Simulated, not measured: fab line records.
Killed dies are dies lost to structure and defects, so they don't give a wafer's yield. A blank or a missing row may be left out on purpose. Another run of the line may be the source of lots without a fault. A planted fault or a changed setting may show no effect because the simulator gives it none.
fab line records + flow n5_finfet
record:
- lots: 24
- wafers: 72
- last_day: 19
route steps=1938 shown BEOL_M1@809 BEOL_M2@854
lots that met no fault: from a run of the same line without faults
start_h: the number of hours between the record's first day and the start of the first shown wafer of the lot + wait_h: how many hours have passed since the lot's step before this one + " same as the row above + L1.1+2: several wafers, shown together as one row + - no value, or no start given + * or withheld: withheld + < > ~ a bound
route shown NAME@n: a module of which the file shows steps, and the number in the route of the first + usual: mean/standard deviation of fault-free wafers + same: alike in all rows + chamber/n: place in a boat + sites: readings site by site + _std_site: standard deviation across them + _edge_site: inner sites' mean taken away from outer sites' mean + radius_mm: how far each site lies from the wafer's centre + mask NAME#n: copy n + behind: the tool/chamber that last shaped the wafer + hold: what put the lot on hold/how long, in hours/how the hold closed + device: the n, p or np transistor that did not switch + end of line: the tests these same wafers got at the end of their route + for a step that has no rows: nothing shown but its recipe + killed: not the wafer's yield, but the dies lost to structure and defects at the first sort + map: a wafer's dies, x killed, . not, _ none there
set.NAME: the setting the step ran with; set.NAME@STEP: the setting that earlier step ran with + model.NAME: the simulator's own value behind a step, which no gauge read
a sample of lots followed through the steps of the route, with each step as a table and each wafer as a row
services: when a tool's chamber went out of use (start_h, in hours from the record's first day, below 0 if earlier), for how many hours, and the reason
== steps ==
step: N5_BEOL_M1_DEGAS_44
recipe:
- ambient: vacuum
- temp_c: 250
- time_s: 60
usual:
- heater_power_w: 322/21
| lot.wafer | tool           | chamber | start_h | wait_h | heater_power_w |
|-----------|----------------|---------|---------|--------|----------------|
| L074.1    | pvd_sputter-02 | -       | 134.75  | 0.3    | 307            |
| L074.4    | "              | -       | "       | "      | 307            |
| L074.6    | "              | -       | "       | "      | 331            |
| L075.2    | pvd_sputter-02 | -       | 138.39  | 0.3    | 340            |
| L075.4    | "              | -       | "       | "      | 306            |
| L075.5    | "              | -       | "       | "      | 306            |
| L077.1    | pvd_sputter-02 | -       | 141.25  | 0.2    | 337            |
| L077.2    | "              | -       | "       | "      | 306            |
| L077.4    | "              | -       | "       | "      | 333            |
| L078.1    | pvd_sputter-03 | -       | 150.27  | 0.6    | 356            |
| L078.2    | "              | -       | "       | "      | 323            |
| L078.4    | "              | -       | "       | "      | 336            |
| L079.1    | pvd_sputter-01 | -       | 157.00  | 0.1    | 301            |
| L079.4    | "              | -       | "       | "      | 308            |
| L079.6    | "              | -       | "       | "      | 323            |
| L080.2    | pvd_sputter-02 | -       | 162.18  | 0.2    | 333            |
| L080.3    | "              | -       | "       | "      | 330            |
| L080.4    | "              | -       | "       | "      | 299            |
| L081.3    | pvd_sputter-02 | -       | 165.04  | 0.0    | 315            |
| L081.4    | "              | -       | "       | "      | 332            |
| L081.6    | "              | -       | "       | "      | 337            |
| L082.3    | pvd_sputter-02 | -       | 176.58  | 1.1    | 339            |
| L082.4    | "              | -       | "       | "      | 308            |
| L082.6    | "              | -       | "       | "      | 333            |
| L083.2    | pvd_sputter-02 | -       | 181.70  | 0.1    | 342            |
| L083.5    | "              | -       | "       | "      | 338            |
| L083.6    | "              | -       | "       | "      | 313            |
| L084.1    | pvd_sputter-02 | -       | 185.60  | 0.6    | 306            |
| L084.3    | "              | -       | "       | "      | 333            |
| L084.5    | "              | -       | "       | "      | 313            |
| L085.2    | pvd_sputter-01 | -       | 193.46  | 0.2    | 298            |
| L085.4    | "              | -       | "       | "      | 355            |
| L085.6    | "              | -       | "       | "      | 301            |
| L086.1    | pvd_sputter-03 | -       | 198.44  | 0.5    | 337            |
| L086.2    | "              | -       | "       | "      | 265            |
| L086.3    | "              | -       | "       | "      | 348            |
| L087.1    | pvd_sputter-03 | -       | 203.55  | 0.5    | 356            |
| L087.2    | "              | -       | "       | "      | 337            |
| L087.5    | "              | -       | "       | "      | 337            |
| L089.1    | pvd_sputter-02 | -       | 211.21  | 0.2    | 330            |
| L089.4    | "              | -       | "       | "      | 307            |
| L089.6    | "              | -       | "       | "      | 335            |
| L088.1    | pvd_sputter-02 | -       | 211.29  | 0.3    | 335            |
| L088.4    | "              | -       | "       | "      | 301            |
| L088.5    | "              | -       | "       | "      | 324            |
| L090.1    | pvd_sputter-02 | -       | 220.20  | 0.3    | 336            |
| L090.5    | "              | -       | "       | "      | 309            |
| L090.6    | "              | -       | "       | "      | 335            |
| L091.1    | pvd_sputter-03 | -       | 224.20  | 0.1    | 364            |
| L091.2    | "              | -       | "       | "      | 264            |
| L091.4    | "              | -       | "       | "      | 319            |
| L092.2    | pvd_sputter-03 | -       | 231.63  | 0.6    | 327            |
| L092.4    | "              | -       | "       | "      | 269            |
| L092.5    | "              | -       | "       | "      | 341            |
| L093.2    | pvd_sputter-02 | -       | 241.37  | 0.1    | 311            |
| L093.4    | "              | -       | "       | "      | 333            |
| L093.6    | "              | -       | "       | "      | 319            |
| L076.2    | pvd_sputter-02 | -       | 248.61  | 0.3    | 308            |
| L076.3    | "              | -       | "       | "      | 330            |
| L076.5    | "              | -       | "       | "      | 339            |
| L094.4    | pvd_sputter-01 | -       | 251.80  | 0.3    | 346            |
| L094.5    | "              | -       | "       | "      | 356            |
| L094.6    | "              | -       | "       | "      | 303            |
| L095.1    | pvd_sputter-01 | -       | 270.58  | 0.2    | 302            |
| L095.3    | "              | -       | "       | "      | 300            |
| L095.6    | "              | -       | "       | "      | 326            |
| L097.1    | pvd_sputter-01 | -       | 274.55  | 0.1    | 307            |
| L097.3    | "              | -       | "       | "      | 331            |
| L097.6    | "              | -       | "       | "      | 303            |
| L096.1    | pvd_sputter-02 | -       | 274.87  | 0.2    | 336            |
| L096.3    | "              | -       | "       | "      | 339            |
| L096.4    | "              | -       | "       | "      | 306            |
step: N5_BEOL_M1_SPUTTER_48
recipe:
- material: Cu
- target_thk_a: 45
- temp_c: -20
- chamber_pressure_pa: 0.07
- power_w: withheld
- time_s: 8.29
usual:
- throttle_valve_pct: 29.5/1.2
| lot.wafer | tool           | chamber | start_h | wait_h | throttle_valve_pct |
|-----------|----------------|---------|---------|--------|--------------------|
| L074.1    | pvd_sputter-02 | -       | 135.69  | 0.2    | 31.3               |
| L074.4    | "              | -       | "       | "      | 30.0               |
| L074.6    | "              | -       | "       | "      | 29.7               |
| L075.2    | pvd_sputter-01 | -       | 138.98  | 0.1    | 28.4               |
| L075.4    | "              | -       | "       | "      | 29.5               |
| L075.5    | "              | -       | "       | "      | 28.3               |
| L077.1    | pvd_sputter-02 | -       | 141.87  | 0.1    | 29.8               |
| L077.2    | "              | -       | "       | "      | 29.7               |
| L077.4    | "              | -       | "       | "      | 29.8               |
| L078.1    | pvd_sputter-01 | -       | 151.08  | 0.2    | 28.0               |
| L078.2    | "              | -       | "       | "      | 31.5               |
| L078.4    | "              | -       | "       | "      | 29.4               |
| L079.1    | pvd_sputter-02 | -       | 157.62  | 0.1    | 29.7               |
| L079.4    | "              | -       | "       | "      | 29.9               |
| L079.6    | "              | -       | "       | "      | 29.4               |
| L080.2    | pvd_sputter-01 | -       | 162.88  | 0.1    | 31.6               |
| L080.3    | "              | -       | "       | "      | 29.0               |
| L080.4    | "              | -       | "       | "      | 31.8               |
| L081.3    | pvd_sputter-02 | -       | 165.74  | 0.1    | 31.5               |
| L081.4    | "              | -       | "       | "      | 29.9               |
| L081.6    | "              | -       | "       | "      | 29.8               |
| L082.3    | pvd_sputter-02 | -       | 177.30  | 0.2    | 29.5               |
| L082.4    | "              | -       | "       | "      | 29.6               |
| L082.6    | "              | -       | "       | "      | 31.7               |
| L083.2    | pvd_sputter-02 | -       | 182.52  | 0.1    | 29.7               |
| L083.5    | "              | -       | "       | "      | 29.6               |
| L083.6    | "              | -       | "       | "      | 30.1               |
| L084.1    | pvd_sputter-03 | -       | 187.33  | 0.2    | 29.1               |
| L084.3    | "              | -       | "       | "      | 27.7               |
| L084.5    | "              | -       | "       | "      | 28.0               |
| L085.2    | pvd_sputter-03 | -       | 194.14  | 0.1    | 28.2               |
| L085.4    | "              | -       | "       | "      | 30.8               |
| L085.6    | "              | -       | "       | "      | 28.8               |
| L086.1    | pvd_sputter-01 | -       | 200.68  | 1.7    | 28.5               |
| L086.2    | "              | -       | "       | "      | 29.1               |
| L086.3    | "              | -       | "       | "      | 29.1               |
| L087.1    | pvd_sputter-03 | -       | 204.21  | 0.1    | 28.7               |
| L087.2    | "              | -       | "       | "      | 28.0               |
| L087.5    | "              | -       | "       | "      | 27.5               |
| L089.1    | pvd_sputter-01 | -       | 211.88  | 0.1    | 28.1               |
| L089.4    | "              | -       | "       | "      | 31.5               |
| L089.6    | "              | -       | "       | "      | 28.4               |
| L088.1    | pvd_sputter-03 | -       | 211.96  | 0.2    | 30.5               |
| L088.4    | "              | -       | "       | "      | 27.5               |
| L088.5    | "              | -       | "       | "      | 27.5               |
| L090.1    | pvd_sputter-03 | -       | 221.01  | 0.1    | 27.4               |
| L090.5    | "              | -       | "       | "      | 29.2               |
| L090.6    | "              | -       | "       | "      | 30.6               |
| L091.1    | pvd_sputter-01 | -       | 225.21  | 0.3    | 29.1               |
| L091.2    | "              | -       | "       | "      | 29.3               |
| L091.4    | "              | -       | "       | "      | 28.2               |
| L092.2    | pvd_sputter-02 | -       | 232.63  | 0.1    | 29.8               |
| L092.4    | "              | -       | "       | "      | 29.8               |
| L092.5    | "              | -       | "       | "      | 29.8               |
| L093.2    | pvd_sputter-01 | -       | 242.25  | 0.1    | 31.5               |
| L093.4    | "              | -       | "       | "      | 28.2               |
| L093.6    | "              | -       | "       | "      | 28.8               |
| L076.2    | pvd_sputter-02 | -       | 249.39  | 0.2    | 31.2               |
| L076.3    | "              | -       | "       | "      | 29.9               |
| L076.5    | "              | -       | "       | "      | 29.6               |
| L094.4    | pvd_sputter-02 | -       | 254.30  | 1.6    | 30.0               |
| L094.5    | "              | -       | "       | "      | 29.8               |
| L094.6    | "              | -       | "       | "      | 29.6               |
| L095.1    | pvd_sputter-03 | -       | 271.45  | 0.3    | 27.2               |
| L095.3    | "              | -       | "       | "      | 30.8               |
| L095.6    | "              | -       | "       | "      | 29.0               |
| L097.1    | pvd_sputter-02 | -       | 275.27  | 0.2    | 29.7               |
| L097.3    | "              | -       | "       | "      | 30.0               |
| L097.6    | "              | -       | "       | "      | 31.3               |
| L096.1    | pvd_sputter-03 | -       | 277.02  | 0.2    | 27.3               |
| L096.3    | "              | -       | "       | "      | 29.1               |
| L096.4    | "              | -       | "       | "      | 30.6               |
step: N5_BEOL_M1_ANNEAL_49
recipe:
- temp_c: 400
- time_s: 240
- ambient: vacuum
usual:
- heater_power_w: 802/58
| lot.wafer | tool           | chamber | start_h | wait_h | heater_power_w |
|-----------|----------------|---------|---------|--------|----------------|
| L074.1    | pvd_sputter-02 | -       | 135.77  | 0.0    | 772            |
| L074.4    | "              | -       | "       | "      | 836            |
| L074.6    | "              | -       | "       | "      | 824            |
| L075.2    | pvd_sputter-01 | -       | 139.06  | 0.0    | 764            |
| L075.4    | "              | -       | "       | "      | 900            |
| L075.5    | "              | -       | "       | "      | 740            |
| L077.1    | pvd_sputter-02 | -       | 141.95  | 0.0    | 848            |
| L077.2    | "              | -       | "       | "      | 860            |
| L077.4    | "              | -       | "       | "      | 754            |
| L078.1    | pvd_sputter-01 | -       | 151.16  | 0.0    | 734            |
| L078.2    | "              | -       | "       | "      | 823            |
| L078.4    | "              | -       | "       | "      | 897            |
| L079.1    | pvd_sputter-02 | -       | 157.70  | 0.0    | 839            |
| L079.4    | "              | -       | "       | "      | 839            |
| L079.6    | "              | -       | "       | "      | 754            |
| L080.2    | pvd_sputter-01 | -       | 162.96  | 0.0    | 830            |
| L080.3    | "              | -       | "       | "      | 751            |
| L080.4    | "              | -       | "       | "      | 823            |
| L081.3    | pvd_sputter-02 | -       | 165.82  | 0.0    | 786            |
| L081.4    | "              | -       | "       | "      | 853            |
| L081.6    | "              | -       | "       | "      | 841            |
| L082.3    | pvd_sputter-02 | -       | 177.38  | 0.0    | 837            |
| L082.4    | "              | -       | "       | "      | 842            |
| L082.6    | "              | -       | "       | "      | 758            |
| L083.2    | pvd_sputter-02 | -       | 182.60  | 0.0    | 854            |
| L083.5    | "              | -       | "       | "      | 840            |
| L083.6    | "              | -       | "       | "      | 839            |
| L084.1    | pvd_sputter-03 | -       | 187.41  | 0.0    | 867            |
| L084.3    | "              | -       | "       | "      | 692            |
| L084.5    | "              | -       | "       | "      | 803            |
| L085.2    | pvd_sputter-03 | -       | 194.22  | 0.0    | 802            |
| L085.4    | "              | -       | "       | "      | 854            |
| L085.6    | "              | -       | "       | "      | 901            |
| L086.1    | pvd_sputter-01 | -       | 200.76  | 0.0    | 750            |
| L086.2    | "              | -       | "       | "      | 893            |
| L086.3    | "              | -       | "       | "      | 758            |
| L087.1    | pvd_sputter-03 | -       | 204.29  | 0.0    | 874            |
| L087.2    | "              | -       | "       | "      | 788            |
| L087.5    | "              | -       | "       | "      | 680            |
| L089.1    | pvd_sputter-01 | -       | 211.96  | 0.0    | 744            |
| L089.4    | "              | -       | "       | "      | 815            |
| L089.6    | "              | -       | "       | "      | 737            |
| L088.1    | pvd_sputter-03 | -       | 212.04  | 0.0    | 847            |
| L088.4    | "              | -       | "       | "      | 668            |
| L088.5    | "              | -       | "       | "      | 664            |
| L090.1    | pvd_sputter-03 | -       | 221.09  | 0.0    | 679            |
| L090.5    | "              | -       | "       | "      | 871            |
| L090.6    | "              | -       | "       | "      | 845            |
| L091.1    | pvd_sputter-01 | -       | 225.29  | 0.0    | 749            |
| L091.2    | "              | -       | "       | "      | 895            |
| L091.4    | "              | -       | "       | "      | 764            |
| L092.2    | pvd_sputter-02 | -       | 232.71  | 0.0    | 811            |
| L092.4    | "              | -       | "       | "      | 860            |
| L092.5    | "              | -       | "       | "      | 834            |
| L093.2    | pvd_sputter-01 | -       | 242.33  | 0.0    | 830            |
| L093.4    | "              | -       | "       | "      | 764            |
| L093.6    | "              | -       | "       | "      | 746            |
| L076.2    | pvd_sputter-02 | -       | 249.47  | 0.0    | 780            |
| L076.3    | "              | -       | "       | "      | 843            |
| L076.5    | "              | -       | "       | "      | 765            |
| L094.4    | pvd_sputter-02 | -       | 254.38  | 0.0    | 877            |
| L094.5    | "              | -       | "       | "      | 855            |
| L094.6    | "              | -       | "       | "      | 822            |
| L095.1    | pvd_sputter-03 | -       | 271.53  | 0.0    | 667            |
| L095.3    | "              | -       | "       | "      | 856            |
| L095.6    | "              | -       | "       | "      | 889            |
| L097.1    | pvd_sputter-02 | -       | 275.35  | 0.0    | 749            |
| L097.3    | "              | -       | "       | "      | 818            |
| L097.6    | "              | -       | "       | "      | 781            |
| L096.1    | pvd_sputter-03 | -       | 277.10  | 0.0    | 665            |
| L096.3    | "              | -       | "       | "      | 883            |
| L096.4    | "              | -       | "       | "      | 831            |
step: N5_BEOL_M1_SPUTTER_96
recipe:
- material: Cu
- target_thk_a: 45
- temp_c: -20
- chamber_pressure_pa: 0.07
- power_w: withheld
- time_s: 8.29
usual:
- throttle_valve_pct: 29.5/1.2
| lot.wafer | tool           | chamber | start_h | wait_h | throttle_valve_pct |
|-----------|----------------|---------|---------|--------|--------------------|
| L074.1    | pvd_sputter-02 | -       | 137.45  | 0.1    | 31.3               |
| L074.4    | "              | -       | "       | "      | 29.7               |
| L074.6    | "              | -       | "       | "      | 29.5               |
| L075.2    | pvd_sputter-01 | -       | 140.74  | 0.1    | 28.2               |
| L075.4    | "              | -       | "       | "      | 29.4               |
| L075.5    | "              | -       | "       | "      | 28.2               |
| L077.1    | pvd_sputter-02 | -       | 143.63  | 0.1    | 29.9               |
| L077.2    | "              | -       | "       | "      | 29.8               |
| L077.4    | "              | -       | "       | "      | 29.4               |
| L078.1    | pvd_sputter-01 | -       | 152.84  | 0.1    | 28.4               |
| L078.2    | "              | -       | "       | "      | 31.5               |
| L078.4    | "              | -       | "       | "      | 29.5               |
| L079.1    | pvd_sputter-02 | -       | 159.38  | 0.1    | 29.8               |
| L079.4    | "              | -       | "       | "      | 29.9               |
| L079.6    | "              | -       | "       | "      | 29.4               |
| L080.2    | pvd_sputter-01 | -       | 164.64  | 0.1    | 31.5               |
| L080.3    | "              | -       | "       | "      | 28.9               |
| L080.4    | "              | -       | "       | "      | 31.6               |
| L081.3    | pvd_sputter-02 | -       | 167.50  | 0.1    | 31.5               |
| L081.4    | "              | -       | "       | "      | 29.7               |
| L081.6    | "              | -       | "       | "      | 30.0               |
| L082.3    | pvd_sputter-02 | -       | 179.06  | 0.1    | 29.9               |
| L082.4    | "              | -       | "       | "      | 29.7               |
| L082.6    | "              | -       | "       | "      | 31.3               |
| L083.2    | pvd_sputter-02 | -       | 184.28  | 0.1    | 29.7               |
| L083.5    | "              | -       | "       | "      | 29.4               |
| L083.6    | "              | -       | "       | "      | 29.6               |
| L084.1    | pvd_sputter-03 | -       | 189.09  | 0.1    | 29.2               |
| L084.3    | "              | -       | "       | "      | 27.4               |
| L084.5    | "              | -       | "       | "      | 28.2               |
| L085.2    | pvd_sputter-03 | -       | 195.90  | 0.1    | 28.3               |
| L085.4    | "              | -       | "       | "      | 30.5               |
| L085.6    | "              | -       | "       | "      | 29.0               |
| L086.1    | pvd_sputter-01 | -       | 202.44  | 0.1    | 28.4               |
| L086.2    | "              | -       | "       | "      | 29.2               |
| L086.3    | "              | -       | "       | "      | 29.3               |
| L087.1    | pvd_sputter-03 | -       | 205.97  | 0.1    | 28.8               |
| L087.2    | "              | -       | "       | "      | 28.1               |
| L087.5    | "              | -       | "       | "      | 27.5               |
| L089.1    | pvd_sputter-01 | -       | 213.64  | 0.1    | 28.5               |
| L089.4    | "              | -       | "       | "      | 31.5               |
| L089.6    | "              | -       | "       | "      | 28.4               |
| L088.1    | pvd_sputter-03 | -       | 213.72  | 0.1    | 30.9               |
| L088.4    | "              | -       | "       | "      | 27.5               |
| L088.5    | "              | -       | "       | "      | 27.5               |
| L090.1    | pvd_sputter-03 | -       | 222.77  | 0.1    | 27.4               |
| L090.5    | "              | -       | "       | "      | 29.0               |
| L090.6    | "              | -       | "       | "      | 30.6               |
| L091.1    | pvd_sputter-01 | -       | 226.97  | 0.1    | 29.2               |
| L091.2    | "              | -       | "       | "      | 29.6               |
| L091.4    | "              | -       | "       | "      | 28.4               |
| L092.2    | pvd_sputter-02 | -       | 234.39  | 0.1    | 29.7               |
| L092.4    | "              | -       | "       | "      | 29.8               |
| L092.5    | "              | -       | "       | "      | 29.7               |
| L093.2    | pvd_sputter-01 | -       | 244.01  | 0.1    | 31.6               |
| L093.4    | "              | -       | "       | "      | 28.2               |
| L093.6    | "              | -       | "       | "      | 29.3               |
| L076.2    | pvd_sputter-02 | -       | 251.15  | 0.1    | 31.5               |
| L076.3    | "              | -       | "       | "      | 29.9               |
| L076.5    | "              | -       | "       | "      | 29.4               |
| L094.4    | pvd_sputter-02 | -       | 264.06  | 0.1    | 29.7               |
| L094.5    | "              | -       | "       | "      | 29.7               |
| L094.6    | "              | -       | "       | "      | 29.7               |
| L095.1    | pvd_sputter-03 | -       | 273.21  | 0.1    | 27.2               |
| L095.3    | "              | -       | "       | "      | 31.1               |
| L095.6    | "              | -       | "       | "      | 28.9               |
| L097.1    | pvd_sputter-02 | -       | 277.03  | 0.1    | 29.7               |
| L097.3    | "              | -       | "       | "      | 29.9               |
| L097.6    | "              | -       | "       | "      | 31.6               |
| L096.1    | pvd_sputter-03 | -       | 278.78  | 0.1    | 27.3               |
| L096.3    | "              | -       | "       | "      | 29.1               |
| L096.4    | "              | -       | "       | "      | 30.6               |
step: N5_BEOL_M1_PRE_CLEAN_60
recipe:
- gas: NH3/H2
- time_s: 15
- temp_c: *
- rf_power_w: 300
usual:
- heater_power_w: 89/10
| lot.wafer | tool      | chamber | start_h | wait_h | heater_power_w |
|-----------|-----------|---------|---------|--------|----------------|
| L074.1    | cvd_co-02 | 2       | 138.43  | 0.0    | 64             |
| L074.4    | "         | 1       | "       | "      | 96             |
| L074.6    | "         | 2       | "       | "      | 64             |
| L075.2    | cvd_co-01 | 2       | 141.67  | 0.1    | 93             |
| L075.4    | "         | 2       | "       | "      | 93             |
| L075.5    | "         | 0       | "       | "      | 84             |
| L077.1    | cvd_co-01 | 0       | 144.58  | 0.0    | 86             |
| L077.2    | "         | 1       | "       | "      | 93             |
| L077.4    | "         | 0       | "       | "      | 88             |
| L078.1    | cvd_co-01 | 0       | 153.66  | 0.0    | 85             |
| L078.2    | "         | 2       | "       | "      | 93             |
| L078.4    | "         | 0       | "       | "      | 84             |
| L079.1    | cvd_co-02 | 0       | 160.20  | 0.0    | 92             |
| L079.4    | "         | 0       | "       | "      | 92             |
| L079.6    | "         | 1       | "       | "      | 99             |
| L080.2    | cvd_co-02 | 2       | 165.46  | 0.0    | 62             |
| L080.3    | "         | 1       | "       | "      | 95             |
| L080.4    | "         | 1       | "       | "      | 95             |
| L081.3    | cvd_co-01 | 2       | 168.33  | 0.0    | 95             |
| L081.4    | "         | 0       | "       | "      | 83             |
| L081.6    | "         | 2       | "       | "      | 91             |
| L082.3    | cvd_co-02 | 1       | 179.88  | 0.0    | 95             |
| L082.4    | "         | 1       | "       | "      | 97             |
| L082.6    | "         | 2       | "       | "      | 63             |
| L083.2    | cvd_co-01 | 1       | 185.31  | 0.0    | 95             |
| L083.5    | "         | 1       | "       | "      | 97             |
| L083.6    | "         | 2       | "       | "      | 93             |
| L084.1    | cvd_co-01 | 0       | 190.18  | 0.0    | 86             |
| L084.3    | "         | 2       | "       | "      | 95             |
| L084.5    | "         | 1       | "       | "      | 97             |
| L085.2    | cvd_co-01 | 2       | 196.91  | 0.0    | 95             |
| L085.4    | "         | 2       | "       | "      | 95             |
| L085.6    | "         | 1       | "       | "      | 95             |
| L086.1    | cvd_co-01 | 1       | 203.28  | 0.0    | 96             |
| L086.2    | "         | 0       | "       | "      | 85             |
| L086.3    | "         | 2       | "       | "      | 94             |
| L087.1    | cvd_co-01 | 0       | 206.79  | 0.0    | 86             |
| L087.2    | "         | 1       | "       | "      | 97             |
| L087.5    | "         | 0       | "       | "      | 85             |
| L089.1    | cvd_co-01 | 2       | 214.46  | 0.0    | 93             |
| L089.4    | "         | 2       | "       | "      | 91             |
| L089.6    | "         | 0       | "       | "      | 87             |
| L088.1    | cvd_co-02 | 1       | 214.54  | 0.0    | 96             |
| L088.4    | "         | 0       | "       | "      | 93             |
| L088.5    | "         | 2       | "       | "      | 63             |
| L090.1    | cvd_co-02 | 2       | 223.59  | 0.0    | 64             |
| L090.5    | "         | 1       | "       | "      | 95             |
| L090.6    | "         | 2       | "       | "      | 64             |
| L091.1    | cvd_co-01 | 0       | 227.83  | 0.1    | 83             |
| L091.2    | "         | 1       | "       | "      | 95             |
| L091.4    | "         | 2       | "       | "      | 96             |
| L092.2    | cvd_co-02 | 0       | 235.22  | 0.0    | 93             |
| L092.4    | "         | 0       | "       | "      | 92             |
| L092.5    | "         | 2       | "       | "      | 64             |
| L093.2    | cvd_co-01 | 0       | 245.09  | 0.0    | 87             |
| L093.4    | "         | 1       | "       | "      | 96             |
| L093.6    | "         | 0       | "       | "      | 83             |
| L076.2    | cvd_co-01 | 0       | 251.98  | 0.0    | 83             |
| L076.3    | "         | 1       | "       | "      | 97             |
| L076.5    | "         | 0       | "       | "      | 86             |
| L094.4    | cvd_co-02 | 2       | 264.90  | 0.1    | 63             |
| L094.5    | "         | 0       | "       | "      | 93             |
| L094.6    | "         | 1       | "       | "      | 93             |
| L095.1    | cvd_co-01 | 0       | 274.20  | 0.0    | 85             |
| L095.3    | "         | 2       | "       | "      | 92             |
| L095.6    | "         | 1       | "       | "      | 98             |
| L097.1    | cvd_co-02 | 2       | 277.87  | 0.0    | 66             |
| L097.3    | "         | 0       | "       | "      | 93             |
| L097.6    | "         | 2       | "       | "      | 62             |
| L096.1    | cvd_co-01 | 1       | 280.03  | 0.0    | 98             |
| L096.3    | "         | 1       | "       | "      | 98             |
| L096.4    | "         | 2       | "       | "      | 95             |
step: N5_BEOL_M2_CD_MEAS_11
recipe:
- target_cd_nm: 16.79
- landing_energy_ev: 500
- detector: se_inlens
- polarity: opening
usual:
- cd_nm: 16.81/0.27
| lot.wafer | tool      | chamber | start_h | wait_h | cd_nm |
|-----------|-----------|---------|---------|--------|-------|
| L074.1    | cd_sem-02 | 0       | 139.40  | -      | 16.33 |
| L074.4    | "         | 0       | "       | "      | 16.67 |
| L074.6    | "         | 0       | "       | "      | 16.57 |
| L075.2    | cd_sem-03 | 0       | 143.48  | -      | 16.77 |
| L075.4    | "         | 0       | "       | "      | 16.79 |
| L075.5    | "         | 0       | "       | "      | 16.97 |
| L077.1    | cd_sem-01 | 0       | 145.83  | -      | 16.62 |
| L077.2    | "         | 0       | "       | "      | 16.95 |
| L077.4    | "         | 0       | "       | "      | 16.30 |
| L078.1    | cd_sem-03 | 0       | 155.97  | -      | 16.94 |
| L078.2    | "         | 0       | "       | "      | 16.90 |
| L078.4    | "         | 0       | "       | "      | 16.86 |
| L079.1    | cd_sem-02 | 0       | 162.08  | -      | 16.68 |
| L079.4    | "         | 0       | "       | "      | 16.75 |
| L079.6    | "         | 0       | "       | "      | 16.57 |
| L080.2    | cd_sem-01 | 0       | 169.95  | -      | 16.33 |
| L080.3    | "         | 0       | "       | "      | 17.05 |
| L080.4    | "         | 0       | "       | "      | 16.76 |
| L081.3    | cd_sem-03 | 0       | 170.50  | -      | 16.78 |
| L081.4    | "         | 0       | "       | "      | 16.96 |
| L081.6    | "         | 0       | "       | "      | 16.90 |
| L082.3    | cd_sem-01 | 0       | 181.44  | -      | 16.60 |
| L082.4    | "         | 0       | "       | "      | 16.77 |
| L082.6    | "         | 0       | "       | "      | 17.10 |
| L083.2    | cd_sem-03 | 0       | 188.13  | -      | 16.58 |
| L083.5    | "         | 0       | "       | "      | 16.26 |
| L083.6    | "         | 0       | "       | "      | 16.57 |
| L084.1    | cd_sem-01 | 0       | 191.61  | -      | 17.03 |
| L084.3    | "         | 0       | "       | "      | 17.10 |
| L084.5    | "         | 0       | "       | "      | 17.25 |
| L085.2    | cd_sem-03 | 0       | 198.38  | -      | 16.84 |
| L085.4    | "         | 0       | "       | "      | 16.87 |
| L085.6    | "         | 0       | "       | "      | 16.74 |
| L086.1    | cd_sem-01 | 0       | 204.42  | -      | 16.52 |
| L086.2    | "         | 0       | "       | "      | 16.83 |
| L086.3    | "         | 0       | "       | "      | 16.54 |
| L087.1    | cd_sem-03 | 0       | 210.11  | -      | 16.90 |
| L087.2    | "         | 0       | "       | "      | 16.92 |
| L087.5    | "         | 0       | "       | "      | 16.90 |
| L088.1    | cd_sem-01 | 0       | 215.51  | -      | 17.16 |
| L088.4    | "         | 0       | "       | "      | 16.86 |
| L088.5    | "         | 0       | "       | "      | 16.38 |
| L089.1    | cd_sem-01 | 0       | 215.68  | -      | 16.82 |
| L089.4    | "         | 0       | "       | "      | 16.81 |
| L089.6    | "         | 0       | "       | "      | 16.88 |
| L090.1    | cd_sem-02 | 0       | 224.46  | -      | 16.82 |
| L090.5    | "         | 0       | "       | "      | 17.21 |
| L090.6    | "         | 0       | "       | "      | 16.72 |
| L091.1    | cd_sem-03 | 0       | 230.51  | -      | 16.69 |
| L091.2    | "         | 0       | "       | "      | 16.84 |
| L091.4    | "         | 0       | "       | "      | 16.61 |
| L092.2    | cd_sem-03 | 0       | 237.45  | -      | 16.61 |
| L092.4    | "         | 0       | "       | "      | 16.88 |
| L092.5    | "         | 0       | "       | "      | 16.95 |
| L093.2    | cd_sem-03 | 0       | 247.97  | -      | 17.20 |
| L093.4    | "         | 0       | "       | "      | 16.96 |
| L093.6    | "         | 0       | "       | "      | 17.24 |
| L076.2    | cd_sem-02 | 0       | 252.84  | -      | 17.11 |
| L076.3    | "         | 0       | "       | "      | 17.07 |
| L076.5    | "         | 0       | "       | "      | 17.03 |
| L094.4    | cd_sem-03 | 0       | 270.25  | -      | 16.70 |
| L094.5    | "         | 0       | "       | "      | 17.46 |
| L094.6    | "         | 0       | "       | "      | 16.98 |
| L095.1    | cd_sem-01 | 0       | 275.38  | -      | 16.74 |
| L095.3    | "         | 0       | "       | "      | 16.87 |
| L095.6    | "         | 0       | "       | "      | 17.22 |
| L097.1    | cd_sem-01 | 0       | 279.43  | -      | 17.40 |
| L097.3    | "         | 0       | "       | "      | 16.96 |
| L097.6    | "         | 0       | "       | "      | 16.95 |
| L096.1    | cd_sem-03 | 0       | 282.21  | -      | 16.43 |
| L096.3    | "         | 0       | "       | "      | 16.84 |
| L096.4    | "         | 0       | "       | "      | 16.41 |
== services ==
| tool           | chamber | start_h | hours | kind           |
|----------------|---------|---------|-------|----------------|
| pvd_sputter-01 | -       | 112.84  | 13.6  | repair         |
| cvd_co-01      | 1       | 114.67  | -     | clean          |
| cvd_co-01      | 1       | 114.67  | 22.0  | scheduled_down |
| cvd_co-01      | 1       | 114.67  | 22.0  | vent_cycle     |
| pvd_sputter-01 | -       | 136.42  | 1.1   | repair         |
| pvd_sputter-03 | -       | 159.89  | 2.5   | repair         |
| cvd_co-01      | 1       | 209.51  | 7.7   | repair         |
| cvd_co-01      | -       | 228.38  | 6.9   | pm             |
| cvd_co-01      | -       | 253.77  | 3.2   | repair         |
| cvd_co-02      | -       | 259.45  | 4.3   | pm             |
| cvd_co-01      | 0       | 275.61  | 34.9  | repair         |
== key ==
fault none
